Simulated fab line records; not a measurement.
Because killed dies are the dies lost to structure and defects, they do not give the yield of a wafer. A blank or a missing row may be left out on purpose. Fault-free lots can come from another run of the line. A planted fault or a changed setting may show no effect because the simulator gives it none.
Struck lot and sound lot, side by side || flow n5 finfet || 16 steps out of a route of 1938
Sound: the wafers L890.1, L890.3, L890.5. Wafers struck: L886.2, L886.4, L886.6. The cause comes at the end.
Per side, at each step with rows, come the tool, then ch with its chambers, and then its first start. Under that, the readings that differ: sound wafers || struck wafers || difference of the means || sigmas: that difference in standard deviations of wafers without a fault.
alike: a reading whose means differ by less than 2 such deviations, as well as words and numbers matching on both sides. not compared: withheld readings; readings where some wafer has no value; bounds like >300 that might hide an equal value; numbers whose values overlap and for which the record gives no deviation.
The two part at a step that has a row with sigmas, a row that says differs or no value, or rows on one side only. Numbers that don't overlap but have no deviation are shown without sigmas and don't part them. Lack of a reading on every wafer of one side parts them only where that side has two or more wafers.

N5_BEOL_M4_CD_MEAS_35: target cd 18 nm, target cd y 22.4 nm.
  sound on cd sem-01, day 12 12:28; struck on cd sem-03, day 11 14:47
  alike: cd nm
N5_BEOL_M4_DEGAS_44: time 60 s.
  sound on pvd sputter-03, day 12 12:43; struck on pvd sputter-01, day 11 15:18
  alike: heater power w
then, 2 steps without rows for these wafers: N5_BEOL_M4_PRE_CLEAN_45 (time 30 s); N5_BEOL_M4_ALD_84 (deposits TaN, pulse time 2 s, purge time 3 s, co reactant purge time 2 s).
N5_BEOL_M4_SURFACE_TREAT_85:
  sound on pvd sputter-01, day 12 13:07; struck on pvd sputter-02, day 11 15:39
  not compared: throttle valve pct
then, 4 steps without rows for these wafers: N5_BEOL_M4_CVD_47 (deposits Co from CCTBA/H2, target thk 3 nm, time 223.8 s); N5_BEOL_M4_SPUTTER_48 (material Cu, target thk 4.5 nm, time 8.29 s); N5_BEOL_M4_ANNEAL_49 (time 240 s); N5_BEOL_M4_SPUTTER_79 (material Cu, target thk 4.5 nm, time 8.29 s).
N5_BEOL_M4_ANNEAL_80: time 240 s.
  sound on pvd sputter-02, day 12 13:38; struck on pvd sputter-02, day 11 16:13
  alike: heater power w
then, 1 step without rows for these wafers: N5_BEOL_M4_SPUTTER_81 (material Cu, target thk 4.5 nm, time 8.29 s).
N5_BEOL_M4_ANNEAL_82: time 240 s.
  sound on pvd sputter-02, day 12 13:51; struck on pvd sputter-02, day 11 16:26
  alike: heater power w
N5_BEOL_M4_SPUTTER_86: material Cu, target thk 4.5 nm, time 8.29 s.
  sound on pvd sputter-02, day 12 13:59; struck on pvd sputter-02, day 11 16:34
  no value came back on the struck wafers for chamber pressure pa (Pa), chuck gas flow sccm (sccm), throttle valve pct (%), time s (s); on the sound wafers chamber pressure pa (Pa) reads 0.06977 0.07002 0.06996
N5_BEOL_M4_ANNEAL_87: time 240 s.
  sound on pvd sputter-02, day 12 14:04; struck on pvd sputter-02, day 11 16:39
  alike: heater power w
N5_BEOL_M4_RC_MEAS_101:
  sound on prober-01 ch 0, day 12 16:28; struck on prober-02 ch 0, day 11 18:56
{"reading": "VT_P (mV)", "sound": "-252 -254 -254", "struck": "-247 -245 -246", "difference": "+7", "sigmas": "+2"}
  alike: DIBL_N, DIBL_P, IOFF_N, IOFF_P, ION_N, ION_P, SS_N, SS_P, VT_N
-- the record jumps here: 4 days lie between the struck wafers' starts before and after (it left off in module BEOL_M4 and takes up again in module PASSIVATION, whose first step shown is number 1936 of the route) --
N5_PASSIVATION_PROBE_49:
  sound on prober-01, day 16 19:15; struck on prober-02, day 15 19:48
  alike: defect limited yield, killed_at_M0_to_M3, killed_at_M4_up, killed at contacts, killed at front end, killed at other, killed dies, killed on rim, killed open, killed short, sort_bin_5_function, sort_bin_6_memory, sort n pass, sort yield pct

## WHERE THEY PART
Last at N5_BEOL_M4_RC_MEAS_101 as far as this record goes, first at N5_BEOL_M4_SPUTTER_86. Later steps at which nothing parts them and some readings are alike: N5_PASSIVATION_PROBE_49.

WHY: the cause the simulator had injected
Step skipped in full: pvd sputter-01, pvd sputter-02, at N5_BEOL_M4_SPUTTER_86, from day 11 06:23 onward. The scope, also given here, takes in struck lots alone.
